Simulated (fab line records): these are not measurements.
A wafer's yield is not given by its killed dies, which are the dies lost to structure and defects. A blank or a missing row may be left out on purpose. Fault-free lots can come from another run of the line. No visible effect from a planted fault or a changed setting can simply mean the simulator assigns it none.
Split-lot trial / flow n5_finfet / on a route of 1938 steps: 7 lots, 21 wafers read

## ON THE SPLIT
At N5_BEOL_M2_COAT_22 (resist thk 30 nm), the setting spin_rpm was moved away from the recipe's 1500 rpm on 6 of the 21 wafers read, by -10.7% to +5.7%. The other wafers ran this setting at the recipe's value.

The reading comes from the split's own step.

## THE READING
CAR-EUV_of_BEOL_M2_COAT_22.thk_nm (the simulator's own value, which no gauge read), in nm, at N5_BEOL_M2_COAT_22 (resist thk 30 nm). The file does not state a usual value for it. The 15 wafers here that ran the recipe average 30.0 nm, standard deviation 0.073 nm.

wafer=L074.1; tool, chamber at the split=litho_track-02, 0; spin_rpm as run, rpm=1448; against the recipe=-3.5%; CAR-EUV_of_BEOL_M2_COAT_22.thk_nm, nm=30.4; against lot-mates on the recipe=+0.4
wafer=L074.4; tool, chamber at the split=litho_track-02, 0; spin_rpm as run, rpm=1500; against the recipe=recipe; CAR-EUV_of_BEOL_M2_COAT_22.thk_nm, nm=30; against lot-mates on the recipe=-
wafer=L074.6; tool, chamber at the split=litho_track-02, 0; spin_rpm as run, rpm=1500; against the recipe=recipe; CAR-EUV_of_BEOL_M2_COAT_22.thk_nm, nm=30; against lot-mates on the recipe=-
wafer=L075.1; tool, chamber at the split=litho_track-04, 0; spin_rpm as run, rpm=1427; against the recipe=-4.9%; CAR-EUV_of_BEOL_M2_COAT_22.thk_nm, nm=30.8; against lot-mates on the recipe=+0.8
wafer=L075.6; tool, chamber at the split=litho_track-04, 0; spin_rpm as run, rpm=1427; against the recipe=-4.9%; CAR-EUV_of_BEOL_M2_COAT_22.thk_nm, nm=30.8; against lot-mates on the recipe=+0.8
wafer=L075.3; tool, chamber at the split=litho_track-04, 0; spin_rpm as run, rpm=1500; against the recipe=recipe; CAR-EUV_of_BEOL_M2_COAT_22.thk_nm, nm=30; against lot-mates on the recipe=-
wafer=L077.4; tool, chamber at the split=litho_track-02, 0; spin_rpm as run, rpm=1500; against the recipe=recipe; CAR-EUV_of_BEOL_M2_COAT_22.thk_nm, nm=30; against lot-mates on the recipe=-
wafer=L077.5; tool, chamber at the split=litho_track-02, 0; spin_rpm as run, rpm=1500; against the recipe=recipe; CAR-EUV_of_BEOL_M2_COAT_22.thk_nm, nm=30; against lot-mates on the recipe=-
wafer=L077.6; tool, chamber at the split=litho_track-02, 0; spin_rpm as run, rpm=1586; against the recipe=+5.7%; CAR-EUV_of_BEOL_M2_COAT_22.thk_nm, nm=29.2; against lot-mates on the recipe=-0.8
wafer=L079.3; tool, chamber at the split=litho_track-05, 0; spin_rpm as run, rpm=1500; against the recipe=recipe; CAR-EUV_of_BEOL_M2_COAT_22.thk_nm, nm=30; against lot-mates on the recipe=-
wafer=L079.4; tool, chamber at the split=litho_track-05, 0; spin_rpm as run, rpm=1500; against the recipe=recipe; CAR-EUV_of_BEOL_M2_COAT_22.thk_nm, nm=30; against lot-mates on the recipe=-
wafer=L079.5; tool, chamber at the split=litho_track-05, 0; spin_rpm as run, rpm=1500; against the recipe=recipe; CAR-EUV_of_BEOL_M2_COAT_22.thk_nm, nm=30.2; against lot-mates on the recipe=-
wafer=L084.1; tool, chamber at the split=litho_track-02, 0; spin_rpm as run, rpm=1500; against the recipe=recipe; CAR-EUV_of_BEOL_M2_COAT_22.thk_nm, nm=30; against lot-mates on the recipe=-
wafer=L084.4; tool, chamber at the split=litho_track-02, 0; spin_rpm as run, rpm=1500; against the recipe=recipe; CAR-EUV_of_BEOL_M2_COAT_22.thk_nm, nm=30; against lot-mates on the recipe=-
wafer=L084.6; tool, chamber at the split=litho_track-02, 0; spin_rpm as run, rpm=1500; against the recipe=recipe; CAR-EUV_of_BEOL_M2_COAT_22.thk_nm, nm=30; against lot-mates on the recipe=-
wafer=L089.3; tool, chamber at the split=litho_track-05, 0; spin_rpm as run, rpm=1500; against the recipe=recipe; CAR-EUV_of_BEOL_M2_COAT_22.thk_nm, nm=30; against lot-mates on the recipe=-
wafer=L089.5; tool, chamber at the split=litho_track-05, 0; spin_rpm as run, rpm=1500; against the recipe=recipe; CAR-EUV_of_BEOL_M2_COAT_22.thk_nm, nm=30; against lot-mates on the recipe=-
wafer=L089.4; tool, chamber at the split=litho_track-05, 0; spin_rpm as run, rpm=1441; against the recipe=-3.9%; CAR-EUV_of_BEOL_M2_COAT_22.thk_nm, nm=30.6; against lot-mates on the recipe=+0.6
wafer=L091.1; tool, chamber at the split=litho_track-02, 0; spin_rpm as run, rpm=1340; against the recipe=-10.7%; CAR-EUV_of_BEOL_M2_COAT_22.thk_nm, nm=31.6; against lot-mates on the recipe=+1.7
wafer=L091.2; tool, chamber at the split=litho_track-02, 0; spin_rpm as run, rpm=1500; against the recipe=recipe; CAR-EUV_of_BEOL_M2_COAT_22.thk_nm, nm=30; against lot-mates on the recipe=-
wafer=L091.6; tool, chamber at the split=litho_track-02, 0; spin_rpm as run, rpm=1500; against the recipe=recipe; CAR-EUV_of_BEOL_M2_COAT_22.thk_nm, nm=29.8; against lot-mates on the recipe=-

THE FIT
A straight line over all 21 wafers: CAR-EUV_of_BEOL_M2_COAT_22.thk_nm changes by -0.149 nm for each +1% of spin_rpm; r = -0.99; the points scatter about the line by 0.075 nm.
The same after taking each lot's own level away (the mean of its wafers on the recipe; 21 wafers): -0.154 nm for each +1%; r = -0.99; scatter 0.065 nm.
The reading moves by 1.6 nm for the largest change in spin_rpm, on that fit.
The lots' own levels span 29.90 to 30.07 nm, that is 2.3 times the standard deviation above.
Hence the lot-to-lot level has little effect on the slope; both slopes agree.
Check: for one of the wafers moved furthest among these (-10.7%), held out of the fit, the line's prediction against its lot-mates is +1.6 nm. It came out at +1.7 nm against them.

## THESE WAFERS: OTHER SPLITS
Other splits were also applied to these wafers ahead of the reading. Each is held against what the fit with the lots' levels taken away leaves over:
other split on the same wafers=N5_GATE_CUT_COAT_27 spin_rpm; wafers away from the commonest value=3; r with CAR-EUV_of_BEOL_M2_COAT_22.thk_nm (lot level and that fit taken away)=-0.12
other split on the same wafers=N5_MOL_CONTACT_COAG_COAT_76 spin_rpm; wafers away from the commonest value=3; r with CAR-EUV_of_BEOL_M2_COAT_22.thk_nm (lot level and that fit taken away)=-0.13
other split on the same wafers=N5_BEOL_M0_SAQP_HM_DEP_02 target_thk_a; wafers away from the commonest value=5; r with CAR-EUV_of_BEOL_M2_COAT_22.thk_nm (lot level and that fit taken away)=-0.16
other split on the same wafers=N5_BEOL_M0_SAQP_MANDREL_ETCH_20 bias_w; wafers away from the commonest value=8; r with CAR-EUV_of_BEOL_M2_COAT_22.thk_nm (lot level and that fit taken away)=+0.07
other split on the same wafers=N5_BEOL_M1_ILD_DEP_00 time_s; wafers away from the commonest value=10; r with CAR-EUV_of_BEOL_M2_COAT_22.thk_nm (lot level and that fit taken away)=+0.01
other split on the same wafers=N5_BEOL_M1_COAT_61 spin_rpm; wafers away from the commonest value=10; r with CAR-EUV_of_BEOL_M2_COAT_22.thk_nm (lot level and that fit taken away)=+0.01

## FILE'S OWN FIT
CAR-EUV_of_BEOL_M2_COAT_22.thk_nm changes by -0.153 nm for each +1% of spin_rpm, r = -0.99.
